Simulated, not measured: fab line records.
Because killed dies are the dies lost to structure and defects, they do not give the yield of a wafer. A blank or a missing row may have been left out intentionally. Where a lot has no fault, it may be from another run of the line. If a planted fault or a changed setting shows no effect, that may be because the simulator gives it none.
Chamber matching || flow n5 finfet || cmp-03 running N5_BEOL_M1_CMP_52: 4 sister chambers
The step polishes, stops on SiOC, t overpolish 6.8 s, target thk 40 nm. 20 wafers are shown with their chamber, then 10 later ones without.

WAFERS WITH THEIR CHAMBER
{"wafer": "L076.1", "chamber": 0, "motor current A (A)": 6.0, "barrier field endpoint s (s)": 24.4, "time to endpoint s (s)": 63}
{"wafer": "L076.3", "chamber": 1, "motor current A (A)": 6.1, "barrier field endpoint s (s)": 25.4, "time to endpoint s (s)": 66}
{"wafer": "L076.6", "chamber": 1, "motor current A (A)": 5.8, "barrier field endpoint s (s)": 24.6, "time to endpoint s (s)": 64}
{"wafer": "L078.2", "chamber": 1, "motor current A (A)": 5.8, "barrier field endpoint s (s)": 24.9, "time to endpoint s (s)": 65}
{"wafer": "L078.4", "chamber": 0, "motor current A (A)": 6.6, "barrier field endpoint s (s)": 24.2, "time to endpoint s (s)": 59}
{"wafer": "L078.5", "chamber": 0, "motor current A (A)": 6.0, "barrier field endpoint s (s)": 25.1, "time to endpoint s (s)": 64}
{"wafer": "L082.1", "chamber": 1, "motor current A (A)": 6.0, "barrier field endpoint s (s)": 24.8, "time to endpoint s (s)": 62}
{"wafer": "L082.3", "chamber": 2, "motor current A (A)": 5.0, "barrier field endpoint s (s)": 25.1, "time to endpoint s (s)": 65}
{"wafer": "L082.5", "chamber": 2, "motor current A (A)": 4.7, "barrier field endpoint s (s)": 25.4, "time to endpoint s (s)": 65}
{"wafer": "L084.2", "chamber": 2, "motor current A (A)": 4.9, "barrier field endpoint s (s)": 25.2, "time to endpoint s (s)": 71}
{"wafer": "L084.3", "chamber": 0, "motor current A (A)": 6.2, "barrier field endpoint s (s)": 24.1, "time to endpoint s (s)": 64}
{"wafer": "L084.5", "chamber": 1, "motor current A (A)": 5.8, "barrier field endpoint s (s)": 25.1, "time to endpoint s (s)": 66}
{"wafer": "L085.3", "chamber": 0, "motor current A (A)": 6.1, "barrier field endpoint s (s)": 24.4, "time to endpoint s (s)": 65}
{"wafer": "L085.5", "chamber": 1, "motor current A (A)": 6.2, "barrier field endpoint s (s)": 26.1, "time to endpoint s (s)": 70}
{"wafer": "L085.6", "chamber": 0, "motor current A (A)": 6.3, "barrier field endpoint s (s)": 24.8, "time to endpoint s (s)": 63}
{"wafer": "L086.1", "chamber": 0, "motor current A (A)": 6.2, "barrier field endpoint s (s)": 24.3, "time to endpoint s (s)": 63}
{"wafer": "L086.3", "chamber": 2, "motor current A (A)": 4.9, "barrier field endpoint s (s)": 25.5, "time to endpoint s (s)": 65}
{"wafer": "L086.4", "chamber": 1, "motor current A (A)": 5.9, "barrier field endpoint s (s)": 24.5, "time to endpoint s (s)": 64}
{"wafer": "L087.2", "chamber": 1, "motor current A (A)": 5.8, "barrier field endpoint s (s)": 25.0, "time to endpoint s (s)": 66}
{"wafer": "L087.3", "chamber": 3, "motor current A (A)": 6.0, "barrier field endpoint s (s)": 24.8, "time to endpoint s (s)": 65}

SIGNATURES (means of the wafers above)
{"reading": "motor current A", "chamber 0": 6.200, "chamber 1": 5.925, "chamber 2": 4.875, "chamber 3": 6.000, "scatter within a chamber": 0.174}
{"reading": "barrier field endpoint s", "chamber 0": 24.471, "chamber 1": 25.050, "chamber 2": 25.300, "chamber 3": 24.800, "scatter within a chamber": 0.409}
{"reading": "time to endpoint s", "chamber 0": 63.00, "chamber 1": 65.38, "chamber 2": 66.50, "chamber 3": 65.00, "scatter within a chamber": 2.33}
Rule: a wafer's distance from a chamber is the root of the sum, over the readings, of the square of ((its reading less the chamber's mean) divided by the reading's scatter). The wafer belongs to the nearest chamber; if the next one is less than 2 further off, it can't be placed. The scatter: the root of (the sum of the squares of (reading less its chamber's mean) over the shown wafers, divided by (wafers less chambers)).

WAFERS MISSING THEIR CHAMBER
{"wafer": "L087.5", "motor current A (A)": 5.9, "barrier field endpoint s (s)": 25.0, "time to endpoint s (s)": 64}
{"wafer": "L090.1", "motor current A (A)": 4.6, "barrier field endpoint s (s)": 25.2, "time to endpoint s (s)": 71}
{"wafer": "L090.3", "motor current A (A)": 6.2, "barrier field endpoint s (s)": 24.4, "time to endpoint s (s)": 63}
{"wafer": "L090.5", "motor current A (A)": 5.8, "barrier field endpoint s (s)": 24.8, "time to endpoint s (s)": 65}
{"wafer": "L092.3", "motor current A (A)": 5.9, "barrier field endpoint s (s)": 25.4, "time to endpoint s (s)": 62}
{"wafer": "L092.4", "motor current A (A)": 6.2, "barrier field endpoint s (s)": 25.8, "time to endpoint s (s)": 66}
{"wafer": "L092.6", "motor current A (A)": 4.7, "barrier field endpoint s (s)": 25.3, "time to endpoint s (s)": 70}
{"wafer": "L094.1", "motor current A (A)": 6.0, "barrier field endpoint s (s)": 24.4, "time to endpoint s (s)": 60}
{"wafer": "L094.5", "motor current A (A)": 6.0, "barrier field endpoint s (s)": 25.0, "time to endpoint s (s)": 61}
{"wafer": "L094.6", "motor current A (A)": 4.6, "barrier field endpoint s (s)": 25.5, "time to endpoint s (s)": 67}

WHICH CHAMBER EACH WENT THROUGH
{"wafer": "L087.5", "from the rows above": "can't be placed: 1 or 3 or 0", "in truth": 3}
{"wafer": "L090.1", "from the rows above": 2, "in truth": 2}
{"wafer": "L090.3", "from the rows above": "can't be placed: 0 or 3", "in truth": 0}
{"wafer": "L090.5", "from the rows above": "can't be placed: 1 or 3 or 0", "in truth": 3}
{"wafer": "L092.3", "from the rows above": "can't be placed: 1 or 3 or 0", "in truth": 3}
{"wafer": "L092.4", "from the rows above": "can't be placed: 1 or 3 or 0", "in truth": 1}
{"wafer": "L092.6", "from the rows above": 2, "in truth": 2}
{"wafer": "L094.1", "from the rows above": "can't be placed: 0 or 3 or 1", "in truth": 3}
{"wafer": "L094.5", "from the rows above": "can't be placed: 3 or 1 or 0", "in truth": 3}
{"wafer": "L094.6", "from the rows above": 2, "in truth": 2}
3 of 10 placed correctly. Cannot be placed on the basis of these rows: 7; the candidates contain the true chamber in 7. 0 placed wrongly.
